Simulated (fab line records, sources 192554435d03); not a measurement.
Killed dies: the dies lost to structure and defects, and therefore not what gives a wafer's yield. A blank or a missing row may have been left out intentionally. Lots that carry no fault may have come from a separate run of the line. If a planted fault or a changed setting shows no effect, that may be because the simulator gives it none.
Split-lot study -- flow n5Finfet -- route with 1938 steps; 7 lots, 21 wafers read

THE SPLIT ITSELF
At N5_BEOL_M1_TRENCH_ETCH_37 (etches SiOC in C4F6/O2, target depth 55.207 nm, time 29 s), the setting biasW was moved away from the recipe's 185 W on 6 of the 21 wafers read, by -5.2% to +17.5%. For the rest of the wafers, this setting stayed at what the recipe calls for.

The reading is taken at the split's own step.

THE READING
rfVppV, in V, at N5_BEOL_M1_TRENCH_ETCH_37 (etches SiOC in C4F6/O2, target depth 55.207 nm, time 29 s). A value of 665 V with a standard deviation of 13 V is what fault-free wafers of this fab line usually give.

wafer,"tool, chamber at the split","biasW as run, W",against the recipe,"rfVppV, V",against lot-mates on the recipe
L075.1,"rieDiel-01, 0",185,recipe,644,-
L075.3,"rieDiel-01, 2",185,recipe,678,-
L075.6,"rieDiel-01, 3",185,recipe,677,-
L082.2,"rieDiel-01, 0",185,recipe,645,-
L082.4,"rieDiel-01, 2",212.2,+14.7%,755,+94
L082.6,"rieDiel-01, 3",185,recipe,677,-
L080.1,"rieDiel-01, 2",185,recipe,677,-
L080.2,"rieDiel-01, 3",217.4,+17.5%,767,+106
L080.4,"rieDiel-01, 0",185,recipe,644,-
L091.2,"rieDiel-04, 0",185,recipe,643,-
L091.3,"rieDiel-04, 2",210.5,+13.8%,742,+99
L091.4,"rieDiel-04, 1",210.5,+13.8%,759,+116
L095.2,"rieDiel-01, 3",185,recipe,676,-
L095.3,"rieDiel-01, 0",185,recipe,644,-
L095.4,"rieDiel-01, 3",185,recipe,675,-
L097.1,"rieDiel-04, 0",175.3,-5.2%,618,-61
L097.2,"rieDiel-04, 2",185,recipe,670,-
L097.3,"rieDiel-04, 1",185,recipe,688,-
L096.1,"rieDiel-05, 0",196.2,+6.1%,689,+34
L096.4,"rieDiel-05, 1",185,recipe,654,-
L096.5,"rieDiel-05, 0",185,recipe,657,-

FIT RESULTS
A straight line over all 21 wafers: rfVppV changes by +6.25 V for each +1% of biasW; r = +0.94; the points scatter about the line by 15 V.
The same after taking each lot's own level away (the mean of its wafers on the recipe; 21 wafers): +7.09 V for each +1%; r = +0.95; scatter 14 V.
Per that fit: largest biasW move, reading shift of 1.2e+02 V.
Measured against the standard deviation above, the lots' own levels, which go from 643.0 to 679.0 V, span 2.8 times it.
So the lot-to-lot level changes the slope: the two fits differ.
Check: +129 V against its lot-mates is what the line predicts for one of the wafers moved furthest among these (+17.5%) when that wafer is left out of the fit. It came out at +106 V against them.
Tool readings at the split's step, against how far the setting was moved: rfVppV r = +0.94.

THESE WAFERS: OTHER SPLITS
These wafers also went through other splits before the reading. Each is held against what the fit with the lots' levels taken away leaves over:
other split on the same wafers,wafers away from the commonest value,r with rfVppV (lot level and that fit taken away)
N5_HKMG_FIN_ETCH_31 biasW,7,-0.10
N5_MOL_CONTACT_COAG_PECVD_31 tempC,4,+0.05
N5_MOL_CONTACT_COAG_COAT_77 spinRpm,3,+0.18
N5_MOL_CONTACT_COAG_ALD_133 aldCycles,5,-0.03
N5_MOL_CONTACT_COAG_VIA_ETCH_117 biasW,6,+0.16
N5_BEOL_M0_SAQP_SPACER1_ALD_98 aldCycles,8,-0.19
N5_BEOL_M1_ILD_DEP_00 timeS,5,+0.07

THE FILE'S OWN FIT
rfVppV changes by +6.77 V for each +1% of biasW, r = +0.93.
